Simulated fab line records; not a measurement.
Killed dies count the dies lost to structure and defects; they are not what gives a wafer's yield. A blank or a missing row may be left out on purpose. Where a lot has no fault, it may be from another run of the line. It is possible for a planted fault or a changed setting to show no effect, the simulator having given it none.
Chamber matching :: flow n5-finfet :: 4 sister chambers for N5_BEOL_M10_DESCUM_16 on rie-diel-01
The step chemistry O2, time 7.9 s. 4 wafers are shown with their chamber, then 10 later ones without.

## EACH WAFER AND ITS CHAMBER
wafer: L086.3
chamber: 3
drypump-motor-current-A (A): 5.2

wafer: L086.4
chamber: 1
drypump-motor-current-A (A): 5.6

wafer: L083.3
chamber: 0
drypump-motor-current-A (A): 6.5

wafer: L083.4
chamber: 2
drypump-motor-current-A (A): 5.0

## WAFERS WHOSE CHAMBER IS MISSING
wafer: L083.5
drypump-motor-current-A (A): 5.7

wafer: L090.2
drypump-motor-current-A (A): 6.5

wafer: L090.3
drypump-motor-current-A (A): 5.0

wafer: L090.6
drypump-motor-current-A (A): 5.2

wafer: L092.1
drypump-motor-current-A (A): 5.2

wafer: L092.2
drypump-motor-current-A (A): 5.0

wafer: L092.6
drypump-motor-current-A (A): 5.2

wafer: L091.1
drypump-motor-current-A (A): 5.0

wafer: L091.3
drypump-motor-current-A (A): 5.2

wafer: L091.6
drypump-motor-current-A (A): 6.5

## WHICH CHAMBER EACH ONE RAN IN
wafer: L083.5
from the rows above: 1
in truth: 1

wafer: L090.2
from the rows above: 0
in truth: 0

wafer: L090.3
from the rows above: 2
in truth: 2

wafer: L090.6
from the rows above: 3
in truth: 3

wafer: L092.1
from the rows above: 3
in truth: 3

wafer: L092.2
from the rows above: 2
in truth: 2

wafer: L092.6
from the rows above: 3
in truth: 3

wafer: L091.1
from the rows above: 2
in truth: 2

wafer: L091.3
from the rows above: 3
in truth: 3

wafer: L091.6
from the rows above: 0
in truth: 0
10 of 10 placed correctly. Number that these rows cannot place: 0. Number placed wrongly: 0.
How it was worked out, from the rows above alone: a wafer's distance from a chamber is the root of the sum, over the readings, of the square of ((its reading less the chamber's mean) divided by the reading's scatter). The wafer belongs to the nearest chamber; if the next one is less than 2 further off, it can't be placed. Each chamber's mean is taken over the wafers shown for it. The scatter: with one shown wafer a chamber, the root of the mean of the squares of how far each hidden wafer lies from its nearest shown one.
